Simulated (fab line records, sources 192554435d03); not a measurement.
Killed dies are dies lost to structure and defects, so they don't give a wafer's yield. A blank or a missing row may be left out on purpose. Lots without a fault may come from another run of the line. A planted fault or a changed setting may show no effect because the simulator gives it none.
Which tool did it? | flow n5_finfet | 7 lots, 21 wafers sampled, at 5 steps of a route of 1938

WHAT THE GAUGES READ, wafer by wafer
N5_FIN_SAQP_OCD_MEAS_76.
lot  | measured    | on     | trench_depth_nm (nm)
L181 | day 3 19:38 | ocd-01 | 118.8 119.4 120.4
L183 | day 4 08:08 | ocd-02 | 121.2 118.5 118.0
L184 | day 4 13:32 | ocd-01 | 105.0 117.5 119.3
L185 | day 4 20:05 | ocd-02 | 117.9 118.1 104.2
L192 | day 6 23:50 | ocd-01 | 118.5 117.3 122.3
L195 | day 7 08:01 | ocd-01 | 121.0 117.8 117.1
L197 | day 7 20:07 | ocd-02 | 122.7 116.2 118.1

WHICH TOOL RAN EACH LOT (tool, then ch and the chambers of the sampled wafers, then the start)
lot  | N5_FIN_SAQP_ETCH_57               | N5_FIN_SAQP_ETCH_67               | N5_FIN_SAQP_ETCH_34               | N5_FIN_SAQP_FIN_ETCH_36
L181 | rie_diel-04 ch 0,2,3, day 3 17:35 | rie_diel-02 ch 0,1, day 3 18:19   | rie_diel-05 ch 1,2, day 3 19:12   | rie_si-04 ch 1,3, day 3 19:25
L183 | rie_diel-05 ch 0,1,2, day 4 06:05 | rie_diel-02 ch 1,3, day 4 06:49   | rie_diel-04 ch 0,2,3, day 4 07:42 | rie_si-04 ch 0,2, day 4 07:55
L184 | rie_diel-02 ch 0,2,3, day 4 11:23 | rie_diel-05 ch 1,2,3, day 4 12:13 | rie_diel-04 ch 1,3, day 4 13:07   | rie_si-04 ch 0,1,3, day 4 13:19
L185 | rie_diel-04 ch 0,3, day 4 17:53   | rie_diel-05 ch 1,3, day 4 18:37   | rie_diel-05 ch 2,3, day 4 19:39   | rie_si-04 ch 0,1,3, day 4 19:52
L192 | rie_diel-05 ch 0,2,3, day 6 21:40 | rie_diel-04 ch 0,1,3, day 6 22:29 | rie_diel-05 ch 0,1,3, day 6 23:24 | rie_si-01 ch 0,1,3, day 6 23:37
L195 | rie_diel-02 ch 1,2,3, day 7 05:53 | rie_diel-02 ch 0,3, day 7 06:37   | rie_diel-02 ch 0,1,3, day 7 07:35 | rie_si-06 ch 0,1,3, day 7 07:47
L197 | rie_diel-05 ch 0,1,2, day 7 17:37 | rie_diel-05 ch 0,2,3, day 7 18:25 | rie_diel-02 ch 0,1, day 7 19:41   | rie_si-01 ch 1,2,3, day 7 19:54
- N5_FIN_SAQP_ETCH_57: etches SiNx in CH3F/O2, target depth 32.5 nm, time 46.4 s.
- N5_FIN_SAQP_ETCH_67: etches SiNx in CH3F/O2, target depth 30 nm.
- N5_FIN_SAQP_ETCH_34: etches SiO2 in C4F6/O2, target depth 45 nm, time 15 s.
- N5_FIN_SAQP_FIN_ETCH_36: etches the open film in HBr/Cl2/O2, target depth 120 nm, time 50.4 s.

THE ANSWER, worked out from the rows above alone
Rule: what is usual is taken from the lots themselves. Put in order of their means at a reading, lots are off if they are a third of the lots or fewer, leave a main group of 4 or more, and stand apart from it by a gap of 3 or more times the standard deviation of the main group's means; of several such gaps the widest counts. A main group whose means are all the same, to the digits that the tables above print for the reading, isn't used. A lot without any number at a reading at which 4 lots or more have one is off too. The other lots that the step has rows for count as sound.
Off: L184, L185, at N5_FIN_SAQP_OCD_MEAS_76 (trench_depth_nm). The main group: mean 119.2 nm, standard deviation 0.31.
A tool fits if, at a process step before that reading, it ran every lot that is off, and no sound lot after the first of them. The gauges at N5_FIN_SAQP_OCD_MEAS_76 are tried like those tools. One fits: rie_si-04 at N5_FIN_SAQP_FIN_ETCH_36. Its last sound lot is L183 (day 4 07:55), its first lot that is off L184 (day 4 13:19): a fault that began between those two fits.

WHAT THE SIMULATOR HAD PUT IN
Process parameter drift: rie_si-04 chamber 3, from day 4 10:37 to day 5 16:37, at N5_FIN_SAQP_FIN_ETCH_36. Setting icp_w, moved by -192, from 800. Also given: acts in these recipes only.
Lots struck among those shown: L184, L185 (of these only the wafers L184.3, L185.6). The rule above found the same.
